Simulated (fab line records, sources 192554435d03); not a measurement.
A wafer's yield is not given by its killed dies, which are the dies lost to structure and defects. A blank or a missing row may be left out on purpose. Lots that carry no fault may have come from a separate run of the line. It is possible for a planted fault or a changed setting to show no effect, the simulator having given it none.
Code-filled problem report in 8D (eight disciplines) form + flow n5 finfet + the parts of the form that need people (team, actions taken, sign-off) are left out

## 1. THE PROBLEM
Wafers without a fault read 184.9 W, standard deviation 0.58; bias w at N5_BEOL_M5_TRENCH_ETCH_37 reads a mean of 159.0 W on 2 wafers belonging to 2 lots. That puts it -45 standard deviations away from the usual mean.
The step: etches SiCOH lowk in C4F6/O2, target depth 71.652 nm, time 24.7 s.
The first sign was on wafer L738.4 at day 10 07:55, on rie diel-04. The record has a number at this step for 27 wafers belonging to 9 lots. Rule for "out", or "out of limits": more than 4 standard deviations from the usual mean. Any other wafer with a number is counted as sound.

## 2. WHAT IT IS; WHAT IT IS NOT
| question                    | is                | is not                                                                                                            |
|-----------------------------|-------------------|-------------------------------------------------------------------------------------------------------------------|
| which readings at this step | bias w, rf vpp V  | O2_flow_sccm, drypump motor current A, oes_f_703_au, oes product au, showerhead plenum p Torr, throttle valve pct |
| which lots                  | L738, L739        | L730, L731, L732, L746, L750, L751, L752                                                                          |
| which wafers of those lots  | L738.4, L739.2    | L738.3, L738.5, L739.1, L739.4                                                                                    |
| read on which tools         | rie diel-04       | rie diel-01, rie diel-06                                                                                          |
| when                        | from day 10 07:55 | up to then (11 sound wafers); but 14 sound wafers of L739, L746, L750, L751, L752 came after                      |

## 3. WHAT RULES OUT EACH SUSPECT
Counting: any tool at a process step up to the reading remains a suspect provided it ran every lot that is out. Sound lots after the first of them don't rule it out here, since some wafers of a struck lot are sound.
- rie diel-04 at N5_BEOL_M5_TRENCH_ETCH_37 (etches SiCOH lowk in C4F6/O2, target depth 71.652 nm, time 24.7 s): kept. It ran every lot that is out, first L738 (day 10 07:55); its last sound lot up to then is L732 (day 9 03:17). Out on those wafers are its own readings of bias w, rf vpp V.
- In rie diel-04 at N5_BEOL_M5_TRENCH_ETCH_37, the wafers that are out were processed in chamber 2 and their sound lot-mates in chambers 0, 1, 3.
Left after counting: rie diel-04 at N5_BEOL_M5_TRENCH_ETCH_37.

## 4. THE CAUSE (what the simulator had put in)
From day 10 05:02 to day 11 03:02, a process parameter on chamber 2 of rie diel-04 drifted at N5_BEOL_M5_TRENCH_ETCH_37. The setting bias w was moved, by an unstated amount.
Counting left only this tool.

## 5. SEQUENCE OF EFFECTS, ordered by route
One row per reading whose mean, taken over the struck wafers that have a number, lies over 3 standard deviations from the usual. Readings are gone through only where the record gives a usual standard deviation; hours: the median, over the lots, of the time from a lot's start at the first step in this table giving one to that lot's start at this step; sigmas: the change measured in usual standard deviations.
| hours | step                      | reading         | usual   | on struck wafers | change | sigmas |
|-------|---------------------------|-----------------|---------|------------------|--------|--------|
| 0     | N5_BEOL_M5_TRENCH_ETCH_37 | bias w          | 184.9 W | 159.0            | -25.9  | -45    |
| 0     | N5_BEOL_M5_TRENCH_ETCH_37 | rf vpp V        | 667 V   | 576              | -91    | -8.3   |
| 0     | N5_BEOL_M5_OCD_MEAS_38    | trench depth nm | 71.2 nm | 67.3             | -3.9   | -3.0   |
The process steps in it:
- N5_BEOL_M5_TRENCH_ETCH_37: etches SiCOH lowk in C4F6/O2, target depth 71.652 nm, time 24.7 s.
At these later measuring or inspecting steps, every struck wafer for which the step has a row has a number for every such reading, and none has moved that far: N5_BEOL_M5_CD_MEAS_35, N5_BEOL_M5_RS_MEAS_57.

## 6. WHAT WOULD HAVE CAUGHT IT SOONER
First out-of-limits reading in this record: day 10 07:55, which is 3 hours after fault onset at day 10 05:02.
